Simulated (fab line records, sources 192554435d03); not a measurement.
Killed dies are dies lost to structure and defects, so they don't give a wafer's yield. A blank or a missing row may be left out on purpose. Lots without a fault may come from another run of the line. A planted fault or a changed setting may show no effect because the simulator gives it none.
Chamber matching | flow n5_finfet | N5_BEOL_M10_STRIP_36 on rie_diel-05: 4 sister chambers
The step strips in N2/H2. 8 wafers are shown with their chamber, then 9 later ones without.

WAFERS WITH THEIR CHAMBER
wafer  | chamber | drypump_motor_current_A (A) | showerhead_plenum_p_Torr (Torr)
L079.5 | 3       | 5.1                         | 2.48
L081.3 | 3       | 5.1                         | 2.48
L085.2 | 0       | 5.3                         | 2.33
L085.5 | 2       | 5.4                         | 2.70
L085.6 | 1       | 6.6                         | 2.72
L093.1 | 0       | 5.3                         | 2.32
L093.3 | 1       | 6.6                         | 2.71
L093.4 | 2       | 5.5                         | 2.69

WAFERS WITHOUT THEIR CHAMBER
wafer  | drypump_motor_current_A (A) | showerhead_plenum_p_Torr (Torr)
L095.2 | 5.1                         | 2.47
L095.4 | 6.6                         | 2.70
L095.5 | 5.4                         | 2.69
L096.1 | 5.3                         | 2.32
L096.4 | 5.3                         | 2.32
L096.5 | 6.6                         | 2.70
L094.1 | 6.6                         | 2.70
L094.3 | 5.4                         | 2.69
L094.6 | 5.5                         | 2.69

WHICH CHAMBER EACH WENT THROUGH
wafer  | from the rows above | in truth
L095.2 | 3                   | 3
L095.4 | 1                   | 1
L095.5 | 2                   | 2
L096.1 | 0                   | 0
L096.4 | 0                   | 0
L096.5 | 1                   | 1
L094.1 | 1                   | 1
L094.3 | 2                   | 2
L094.6 | 2                   | 2
Placed correctly: 9 of 9. Can't be placed from these rows: 0. Placed wrongly: 0.
How it was worked out, from the rows above alone: a wafer's distance from a chamber is the root of the sum, over the readings, of the square of ((its reading less the chamber's mean) divided by the reading's scatter). The wafer belongs to the nearest chamber; if the next one is less than 2 further off, it can't be placed. A chamber's mean is the mean of its shown wafers. The scatter: the root of (the sum of the squares of (reading less its chamber's mean) over the shown wafers, divided by (wafers less chambers)).
